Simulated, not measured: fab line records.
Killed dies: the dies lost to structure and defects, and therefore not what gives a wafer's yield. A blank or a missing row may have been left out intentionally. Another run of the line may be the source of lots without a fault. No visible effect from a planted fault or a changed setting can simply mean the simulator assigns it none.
Chamber matching | flow n5-finfet | N5_MOL_CONTACT_COAG_ETCHBACK_134 on rie-diel-03 has 4 sister chambers
The step etches SiO2 in CHF3, target depth 10 nm, time 6.7 s. 7 wafers are shown with their chamber, then 10 later ones without.

## EACH WAFER AND ITS CHAMBER
wafer  | chamber | drypump-motor-current-A (A) | rf-vpp-V (V)
L079.2 | 2       | 5.6                         | 533
L082.4 | 3       | 5.4                         | 515
L084.1 | 3       | 5.4                         | 516
L084.2 | 0       | 6.3                         | 507
L084.5 | 2       | 5.6                         | 532
L085.3 | 1       | 5.1                         | 495
L085.4 | 0       | 6.4                         | 506

## WAFERS MISSING THEIR CHAMBER
wafer  | drypump-motor-current-A (A) | rf-vpp-V (V)
L085.5 | 5.4                         | 515
L089.2 | 5.6                         | 531
L089.4 | 5.1                         | 492
L089.6 | 5.5                         | 517
L094.1 | 5.4                         | 514
L094.4 | 6.3                         | 507
L094.5 | 5.6                         | 531
L095.1 | 5.6                         | 530
L095.3 | 6.4                         | 506
L095.6 | 5.6                         | 532

## EACH ONE'S CHAMBER
wafer  | from the rows above | in truth
L085.5 | 3                   | 3
L089.2 | 2                   | 2
L089.4 | 1                   | 1
L089.6 | 3                   | 3
L094.1 | 3                   | 3
L094.4 | 0                   | 0
L094.5 | 2                   | 2
L095.1 | 2                   | 2
L095.3 | 0                   | 0
L095.6 | 2                   | 2
Placed correctly: 10 of 10. Not placeable from these rows: 0. 0 placed wrongly.
How it was worked out, from the rows above alone: a wafer's distance from a chamber is the root of the sum, over the readings, of the square of ((its reading less the chamber's mean) divided by the reading's scatter). If the next closest chamber is less than 2 further off than the closest, the wafer can't be placed; otherwise it belongs to the closest. A chamber's mean is the mean of its shown wafers. How the scatter is found: for the shown wafers, subtract from each reading the mean of its chamber, square and add these, divide the total by (wafers less chambers), then take the root.
